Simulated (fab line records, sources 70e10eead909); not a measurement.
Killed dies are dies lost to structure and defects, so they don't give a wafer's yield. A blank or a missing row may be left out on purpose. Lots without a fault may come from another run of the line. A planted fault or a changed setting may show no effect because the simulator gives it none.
Chamber matching | flow nand_harc | NHARC_P_GATE_STRIP_101 on rie_diel-04: 4 sister chambers
The step strips in O2, time 20 s. 14 wafers are shown with their chamber, then 7 later ones without.

WAFERS WITH THEIR CHAMBER
wafer  | chamber | drypump_motor_current_A (A) | oes_product_au (a.u.) | throttle_valve_pct (%)
L650.3 | 1       | 6.0                         | 0.999                 | 17.051
L650.4 | 0       | 5.4                         | 0.997                 | 17.049
L650.6 | 0       | 5.4                         | 0.994                 | 17.044
L652.1 | 3       | 5.4                         | 1.000                 | 17.042
L652.4 | 1       | 6.0                         | 1.000                 | 17.042
L652.5 | 2       | 5.9                         | 0.991                 | 17.030
L662.2 | 1       | 6.0                         | 1.002                 | 17.048
L662.5 | 0       | 5.4                         | 0.986                 | 17.042
L662.6 | 1       | 6.0                         | 0.991                 | 17.047
L664.1 | 2       | 5.9                         | 0.997                 | 17.043
L664.2 | 1       | 6.1                         | 1.000                 | 17.041
L664.4 | 0       | 5.4                         | 0.985                 | 17.052
L669.4 | 0       | 5.4                         | 0.987                 | 17.027
L669.5 | 0       | 5.4                         | 0.985                 | 17.052

SIGNATURES (means of the wafers above)
reading                 | chamber 0 | chamber 1 | chamber 2 | chamber 3 | scatter within a chamber
drypump_motor_current_A | 5.400     | 6.020     | 5.900     | 5.400     | 0.0283
oes_product_au          | 0.98900   | 0.99840   | 0.99400   | 1.00000   | 0.00475
throttle_valve_pct      | 17.04433  | 17.04580  | 17.03650  | 17.04200  | 0.00775
Rule: a wafer's distance from a chamber is the root of the sum, over the readings, of the square of ((its reading less the chamber's mean) divided by the reading's scatter). The wafer belongs to the nearest chamber; if the next one is less than 2 further off, it can't be placed. The scatter: the root of (the sum of the squares of (reading less its chamber's mean) over the shown wafers, divided by (wafers less chambers)).

WAFERS WITHOUT THEIR CHAMBER
wafer  | drypump_motor_current_A (A) | oes_product_au (a.u.) | throttle_valve_pct (%)
L669.6 | 5.5                         | 1.006                 | 17.033
L672.4 | 5.4                         | 0.990                 | 17.037
L672.5 | 5.9                         | 1.002                 | 17.028
L672.6 | 5.4                         | 1.007                 | 17.037
L673.2 | 5.5                         | 1.000                 | 17.023
L673.4 | 6.0                         | 0.990                 | 17.035
L673.6 | 6.0                         | 0.999                 | 17.032

WHICH CHAMBER EACH WENT THROUGH
wafer  | from the rows above     | in truth
L669.6 | can't be placed: 3 or 0 | 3
L672.4 | can't be placed: 0 or 3 | 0
L672.5 | 2                       | 2
L672.6 | 3                       | 3
L673.2 | can't be placed: 3 or 0 | 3
L673.4 | can't be placed: 1 or 2 | 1
L673.6 | can't be placed: 1 or 2 | 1
Placed correctly: 2 of 7. Can't be placed from these rows: 5 (the true chamber is among the candidates in 5). Placed wrongly: 0.
